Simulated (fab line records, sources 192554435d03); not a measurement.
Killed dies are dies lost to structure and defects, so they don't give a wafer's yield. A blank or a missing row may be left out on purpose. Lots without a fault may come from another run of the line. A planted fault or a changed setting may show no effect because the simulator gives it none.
Chamber matching | flow n5_finfet | N5_SDB_HM_DEP_00 on pecvd-01: 3 sister chambers
The step deposits SiNx from SiH4/NH3/N2, target thk 40 nm, time 35.3 s. 6 wafers are shown with their chamber, then 11 later ones without.

WAFERS WITH THEIR CHAMBER
wafer  | chamber | throttle_valve_pct (%) | showerhead_plenum_p_Torr (Torr)
L080.4 | 0       | 37.6                   | 5.16
L083.4 | 2       | 36.9                   | 5.23
L085.2 | 1       | 44.3                   | 5.35
L085.3 | 0       | 37.8                   | 5.16
L085.4 | 2       | 36.3                   | 5.23
L091.1 | 1       | 44.1                   | 5.36

WAFERS WITHOUT THEIR CHAMBER
wafer  | throttle_valve_pct (%) | showerhead_plenum_p_Torr (Torr)
L091.2 | 37.8                   | 5.16
L091.6 | 44.0                   | 5.36
L094.1 | 38.0                   | 5.17
L094.2 | 36.4                   | 5.24
L094.5 | 44.4                   | 5.36
L096.2 | 44.2                   | 5.36
L096.4 | 37.9                   | 5.16
L096.5 | 38.0                   | 5.17
L097.2 | 44.6                   | 5.36
L097.3 | 44.2                   | 5.37
L097.6 | 37.9                   | 5.15

WHICH CHAMBER EACH WENT THROUGH
wafer  | from the rows above | in truth
L091.2 | 0                   | 0
L091.6 | 1                   | 1
L094.1 | 0                   | 0
L094.2 | 2                   | 2
L094.5 | 1                   | 1
L096.2 | 1                   | 1
L096.4 | 0                   | 0
L096.5 | 0                   | 0
L097.2 | 1                   | 1
L097.3 | 1                   | 1
L097.6 | 0                   | 0
Placed correctly: 11 of 11. Can't be placed from these rows: 0. Placed wrongly: 0.
How it was worked out, from the rows above alone: a wafer's distance from a chamber is the root of the sum, over the readings, of the square of ((its reading less the chamber's mean) divided by the reading's scatter). The wafer belongs to the nearest chamber; if the next one is less than 2 further off, it can't be placed. A chamber's mean is the mean of its shown wafers. The scatter: the root of (the sum of the squares of (reading less its chamber's mean) over the shown wafers, divided by (wafers less chambers)).
